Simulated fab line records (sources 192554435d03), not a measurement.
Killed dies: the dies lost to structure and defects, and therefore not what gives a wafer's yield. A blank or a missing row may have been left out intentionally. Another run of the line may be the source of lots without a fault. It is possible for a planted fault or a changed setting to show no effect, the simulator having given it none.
Which tool did it? / flow n5Finfet / 12 lots, 36 wafers sampled, at 2 steps of a route of 1938

== WHAT EACH GAUGE READ, for each wafer ==
N5_BEOL_M10_THK_MEAS_53: measures by xrf. Usual: for M10_THK the level is 139 nm and the standard deviation is 3.
lot=L931; measured=day 10 10:45; on=filmMetro-01; M10_THK (nm)=138 133 135; flag=
lot=L932; measured=day 10 16:59; on=filmMetro-01; M10_THK (nm)=132 140 134; flag=
lot=L936; measured=day 11 13:22; on=filmMetro-02; M10_THK (nm)=136 138 134; flag=
lot=L937; measured=day 11 17:50; on=filmMetro-02; M10_THK (nm)=141 141 139; flag=
lot=L938; measured=day 11 20:01; on=filmMetro-01; M10_THK (nm)=147 139 141; flag=
lot=L939; measured=day 12 06:21; on=filmMetro-01; M10_THK (nm)=136 137 142; flag=
lot=L941; measured=day 12 10:51; on=filmMetro-02; M10_THK (nm)=141 139 139; flag=
lot=L940; measured=day 12 15:11; on=filmMetro-01; M10_THK (nm)=147 146 140; flag=
lot=L946; measured=day 15 01:48; on=filmMetro-02; M10_THK (nm)=137 141 137; flag=
lot=L948; measured=day 15 15:39; on=filmMetro-02; M10_THK (nm)=138 135 135; flag=
lot=L952; measured=day 16 23:12; on=filmMetro-01; M10_THK (nm)=136 138 143; flag=
lot=L951; measured=day 18 06:49; on=filmMetro-02; M10_THK (nm)=141 140 138; flag=

== TOOL THAT RAN EACH LOT (tool first, then ch and the chambers of the sampled wafers, then the start) ==
lot=L931; N5_BEOL_M10_CURE_72=uvCure-01 ch 1, day 10 07:43
lot=L932; N5_BEOL_M10_CURE_72=uvCure-02 ch 1, day 10 15:04
lot=L936; N5_BEOL_M10_CURE_72=uvCure-02 ch 2, day 11 11:31
lot=L937; N5_BEOL_M10_CURE_72=uvCure-03 ch 1, day 11 15:53
lot=L938; N5_BEOL_M10_CURE_72=uvCure-01 ch 0, day 11 16:07
lot=L939; N5_BEOL_M10_CURE_72=uvCure-02 ch 2, day 12 04:07
lot=L941; N5_BEOL_M10_CURE_72=uvCure-01 ch 1, day 12 08:46
lot=L940; N5_BEOL_M10_CURE_72=uvCure-03 ch 2, day 12 10:39
lot=L946; N5_BEOL_M10_CURE_72=uvCure-02 ch 0, day 14 23:36
lot=L948; N5_BEOL_M10_CURE_72=uvCure-02 ch 2, day 15 13:11
lot=L952; N5_BEOL_M10_CURE_72=uvCure-01 ch 2, day 16 18:59
lot=L951; N5_BEOL_M10_CURE_72=uvCure-02 ch 0, day 18 02:56
- N5_BEOL_M10_CURE_72: cures SiCOH lowk, time 120 s.

== WHAT THE TOOLS THEMSELVES READ (means of the sampled wafers that have a number; where no wafer has one, the mark that the record gives instead) ==
N5_BEOL_M10_CURE_72. Usual: lampPowerPct 52.31 %, standard deviation 0.058; wafer_temp_C_max 371.8, standard deviation 0.53.
lot=L931; tool=uvCure-01; lampPowerPct (%)=52.35; wafer_temp_C_max=372.4; flag=
lot=L932; tool=uvCure-02; lampPowerPct (%)=52.32; wafer_temp_C_max=371.7; flag=
lot=L936; tool=uvCure-02; lampPowerPct (%)=52.33; wafer_temp_C_max=372.8; flag=
lot=L937; tool=uvCure-03; lampPowerPct (%)=52.32; wafer_temp_C_max=371.6; flag=
lot=L938; tool=uvCure-01; lampPowerPct (%)=52.32; wafer_temp_C_max=371.9; flag=
lot=L939; tool=uvCure-02; lampPowerPct (%)=52.33; wafer_temp_C_max=372.2; flag=
lot=L941; tool=uvCure-01; lampPowerPct (%)=52.25; wafer_temp_C_max=372.1; flag=
lot=L940; tool=uvCure-03; lampPowerPct (%)=52.30; wafer_temp_C_max=371.7; flag=
lot=L946; tool=uvCure-02; lampPowerPct (%)=52.29; wafer_temp_C_max=371.9; flag=
lot=L948; tool=uvCure-02; lampPowerPct (%)=52.27; wafer_temp_C_max=372.0; flag=
lot=L952; tool=uvCure-01; lampPowerPct (%)=52.33; wafer_temp_C_max=370.8; flag=
lot=L951; tool=uvCure-02; lampPowerPct (%)=52.32; wafer_temp_C_max=371.9; flag=

== THE ANSWER, worked out from the rows above alone ==
Rule: a lot is off if the mean of its wafers that have a number lies more than 3 standard deviations from the usual mean. A lot without any number at a reading at which 4 lots or more have one is off too. Where the step has rows for the other lots, those lots are counted as sound. First the gauges in route order, then the tools' own readings, where a lot's mean is used as printed above. At the first step where some lot is off, the reading lying furthest off is the one used; lots without a number count as furthest.
No lot is off on any of the readings shown, so nothing can be concluded from this.

== WHAT THE SIMULATOR HAD INSERTED ==
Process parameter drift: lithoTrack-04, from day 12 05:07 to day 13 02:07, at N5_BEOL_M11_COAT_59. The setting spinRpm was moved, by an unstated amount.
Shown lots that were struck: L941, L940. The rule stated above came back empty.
